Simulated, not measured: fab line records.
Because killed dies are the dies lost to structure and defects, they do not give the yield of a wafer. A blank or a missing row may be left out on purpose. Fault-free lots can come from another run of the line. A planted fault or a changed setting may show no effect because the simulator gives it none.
Which tool is to blame? + flow n5_finfet + 12 lots, 36 wafers sampled, at 2 steps of a route of 1938

== WHAT EACH GAUGE READ, for each wafer ==
N5_BEOL_M15_RS_MEAS_54: uses a four-point probe to measure. Usual: for M15_RS the level is 0.0215 ohm/sq and the standard deviation is 0.00047.
| lot  | measured     | on            | M15_RS (ohm/sq)      | flag |
|------|--------------|---------------|----------------------|------|
| L792 | day 11 20:22 | film_metro-01 | 0.0220 0.0214 0.0220 |      |
| L797 | day 13 01:56 | film_metro-02 | 0.0216 0.0208 0.0217 |      |
| L799 | day 13 17:14 | film_metro-01 | 0.0215 0.0210 0.0211 |      |
| L800 | day 13 20:17 | film_metro-02 | 0.0211 0.0215 0.0214 |      |
| L801 | day 13 20:26 | film_metro-01 | 0.0211 0.0210 0.0219 |      |
| L802 | day 14 07:22 | film_metro-01 | 0.0217 0.0225 0.0218 |      |
| L805 | day 15 01:59 | film_metro-01 | 0.0218 0.0210 0.0218 |      |
| L807 | day 15 06:35 | film_metro-01 | 0.0228 0.0217 0.0217 |      |
| L806 | day 15 12:05 | film_metro-01 | 0.0218 0.0218 0.0215 |      |
| L808 | day 15 12:39 | film_metro-01 | 0.0218 0.0216 0.0227 |      |
| L809 | day 15 22:23 | film_metro-02 | 0.0209 0.0217 0.0207 |      |
| L813 | day 16 23:04 | film_metro-01 | 0.0215 0.0217 0.0214 |      |

== WHAT TOOL EACH LOT RAN ON (gives the tool, then ch and the chambers of the sampled wafers, and finally the start) ==
| lot  | N5_BEOL_M15_DEP_53              |
|------|---------------------------------|
| L792 | pecvd-04 ch 0,1,2, day 11 20:17 |
| L797 | pecvd-04 ch 0,1,2, day 13 01:52 |
| L799 | pecvd-04 ch 0,2, day 13 17:10   |
| L800 | pecvd-04 ch 1,2, day 13 20:13   |
| L801 | pecvd-03 ch 0,1,2, day 13 20:22 |
| L802 | pecvd-03 ch 1,2, day 14 07:17   |
| L805 | pecvd-04 ch 1,2, day 15 01:55   |
| L807 | pecvd-01 ch 0,1, day 15 06:29   |
| L806 | pecvd-03 ch 0,1,2, day 15 12:01 |
| L808 | pecvd-03 ch 1,2, day 15 12:35   |
| L809 | pecvd-01 ch 0,2, day 15 22:19   |
| L813 | pecvd-01 ch 0,1, day 16 22:59   |
- N5_BEOL_M15_DEP_53: deposits SiCN from 3MS/NH3, target thk 50 nm, time 17.8 s.

== AS READ BY THE TOOLS THEMSELVES (means over the sampled wafers that have a number; for cases with no such wafer, the mark the record gives instead) ==
N5_BEOL_M15_DEP_53. Usual: showerhead_plenum_p_Torr 4.149 Torr, standard deviation 0.022; throttle_valve_pct 17.7 %, standard deviation 1.4.
| lot  | tool     | showerhead_plenum_p_Torr (Torr) | throttle_valve_pct (%) | flag |
|------|----------|---------------------------------|------------------------|------|
| L792 | pecvd-04 | 4.168                           | 18.3                   |      |
| L797 | pecvd-04 | 4.171                           | 18.3                   |      |
| L799 | pecvd-04 | 4.164                           | 18.0                   |      |
| L800 | pecvd-04 | 4.169                           | 18.1                   |      |
| L801 | pecvd-03 | 4.134                           | 17.1                   |      |
| L802 | pecvd-03 | 4.146                           | 17.0                   |      |
| L805 | pecvd-04 | 4.169                           | 17.9                   |      |
| L807 | pecvd-01 | 4.166                           | 17.9                   |      |
| L806 | pecvd-03 | 4.137                           | 17.3                   |      |
| L808 | pecvd-03 | 4.135                           | 18.4                   |      |
| L809 | pecvd-01 | 4.145                           | 18.2                   |      |
| L813 | pecvd-01 | 4.167                           | 17.9                   |      |

== THE ANSWER, worked out from the rows above alone ==
Rule: take the mean of a lot's wafers that have a number; if it is more than 3 standard deviations from the usual mean, the lot is off. Also off: a lot with no number at a reading for which 4 or more lots have one. Any other lot the step has rows for is counted as sound. First the gauges in route order, then the tools' own readings, where a lot's mean is used as printed above. The first step at which some lot is off is used, and at that step the reading that is off furthest; a lot without a number counts as furthest.
Nothing can be told from this: no lot is off at any reading shown.

== WHAT THE SIMULATOR HAD INSERTED ==
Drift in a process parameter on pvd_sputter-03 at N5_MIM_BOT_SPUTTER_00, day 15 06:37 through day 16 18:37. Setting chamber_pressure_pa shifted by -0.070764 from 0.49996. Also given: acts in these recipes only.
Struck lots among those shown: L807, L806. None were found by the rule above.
